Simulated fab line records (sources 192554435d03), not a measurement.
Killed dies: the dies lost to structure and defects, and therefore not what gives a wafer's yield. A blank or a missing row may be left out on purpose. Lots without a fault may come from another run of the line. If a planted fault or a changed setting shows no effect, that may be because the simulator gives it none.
Split-lot study -- flow n5-finfet -- 21 wafers read from 7 lots, route of 1938 steps

THE SPLIT
At N5_GATE_CUT_COAT_27 (time 60 s, resist thk 10 nm), the setting spin-rpm was moved away from the recipe's 1500 rpm on 5 of the 21 wafers read, by -10.7% to +6.7%. All remaining wafers had this setting at the recipe value.

FROM THE SPLIT TO THE READING: what the file shows between them, 6 steps
- N5_GATE_CUT_EXPOSE_10: exposes mask GATE CUT, target cd 20 nm (also split here: dose-mj)
- N5_GATE_CUT_PEB_11: peb time 60 s
- N5_GATE_CUT_DEVELOP_12: develop time 30 s
- N5_GATE_CUT_CD_MEAS_13: target cd 20 nm
- N5_GATE_CUT_DESCUM_18: chemistry O2, time 7 s
- N5_GATE_CUT_ETCH_28: etches underlayer in N2/H2, target depth 13 nm, time 10.4 s

THE READING
CAR-EUV_of_GATE_CUT_COAT_07.thk-nm (the simulator's own value, which no gauge read), in nm, at N5_GATE_CUT_ETCH_36 (etches SiARC in CF4, target depth 13 nm, time 21.7 s). No usual value for it is given in the file. Here, 16 wafers ran the recipe; their average is 6.9 nm with a standard deviation of 0.12 nm.

wafer,"tool, chamber at the split","spin-rpm as run, rpm",against the recipe,"CAR-EUV_of_GATE_CUT_COAT_07.thk-nm, nm",against lot-mates on the recipe
L075.1,"litho-track-01, 0",1500,recipe,7,-
L075.6,"litho-track-01, 0",1500,recipe,7,-
L075.2,"litho-track-01, 0",1548,+3.2%,7,+0.0
L081.1,"litho-track-01, 0",1500,recipe,7,-
L081.3,"litho-track-01, 0",1500,recipe,6.8,-
L081.6,"litho-track-01, 0",1500,recipe,7,-
L082.1,"litho-track-05, 0",1600,+6.7%,7.4,+0.6
L082.3,"litho-track-05, 0",1500,recipe,6.8,-
L082.5,"litho-track-05, 0",1500,recipe,6.8,-
L083.2,"litho-track-01, 0",1500,recipe,7,-
L083.4,"litho-track-01, 0",1339,-10.7%,6.4,-0.7
L083.6,"litho-track-01, 0",1500,recipe,7.2,-
L084.2,"litho-track-01, 0",1373,-8.5%,6.4,-0.4
L084.5,"litho-track-01, 0",1373,-8.5%,6.4,-0.4
L084.6,"litho-track-01, 0",1500,recipe,6.8,-
L087.3,"litho-track-01, 0",1500,recipe,7,-
L087.4,"litho-track-01, 0",1500,recipe,7,-
L087.5,"litho-track-01, 0",1500,recipe,7,-
L089.1,"litho-track-05, 0",1500,recipe,6.8,-
L089.5,"litho-track-05, 0",1500,recipe,7,-
L089.6,"litho-track-05, 0",1500,recipe,6.8,-

FIT RESULTS
A straight line over all 21 wafers: CAR-EUV_of_GATE_CUT_COAT_07.thk-nm changes by +0.0578 nm for each +1% of spin-rpm; r = +0.89; the points scatter about the line by 0.11 nm.
The same after taking each lot's own level away (the mean of its wafers on the recipe; 21 wafers): +0.0588 nm for each +1%; r = +0.92; scatter 0.096 nm.
That fit puts the effect of the largest move of spin-rpm on the reading at 0.63 nm.
Measured against the standard deviation above, the lots' own levels, which go from 6.80 to 7.10 nm, span 2.6 times it.
Hence the lot-to-lot level has little effect on the slope; both slopes agree.
Check: -0.578 nm against its lot-mates is what the line predicts for one of the wafers moved furthest among these (-10.7%) when that wafer is left out of the fit. It came out at -0.7 nm against them.

OTHER SPLITS ON THESE WAFERS
Before the reading, these wafers also passed through other splits. Each is held against what the fit with the lots' levels taken away leaves over:
other split on the same wafers,wafers away from the commonest value,r with CAR-EUV_of_GATE_CUT_COAT_07.thk-nm (lot level and that fit taken away)
N5_SD_EPI_P_EPI_21 temp-c,4,+0.16
N5_SD_ACTIVATION_LSA_01 temp-c,5,-0.46
N5_HKMG_FIN_ETCH_58 source-w,8,-0.20
N5_GATE_CUT_EXPOSE_10 dose-mj,9,+0.31

THE WHOLE CHAIN: every reading that the file lists as answering this split, in the file's order
step,what it does,reading,change (the file's fit),r (the file's)
N5_GATE_CUT_COAT_27,"time 60 s, resist thk 10 nm","underlayer_of_GATE_CUT_COAT_27.thk-nm (the simulator's own value, which no gauge read)",-0.0544 nm for each +1% of the setting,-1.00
N5_GATE_CUT_ETCH_28,"etches underlayer in N2/H2, target depth 13 nm, time 10.4 s","CAR-EUV_of_GATE_CUT_COAT_07.thk-nm (the simulator's own value, which no gauge read)",+0.0731 nm for each +1% of the setting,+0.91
N5_GATE_CUT_ETCH_28,"etches underlayer in N2/H2, target depth 13 nm, time 10.4 s","etch.depth-nm (the simulator's own value, which no gauge read)",-0.0525 nm for each +1% of the setting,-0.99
N5_GATE_CUT_ETCH_36,"etches SiARC in CF4, target depth 13 nm, time 21.7 s","CAR-EUV_of_GATE_CUT_COAT_07.thk-nm (the simulator's own value, which no gauge read)",+0.0617 nm for each +1% of the setting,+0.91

THE FILE'S OWN FIT
CAR-EUV_of_GATE_CUT_COAT_07.thk-nm changes by +0.0617 nm for each +1% of spin-rpm, r = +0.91.
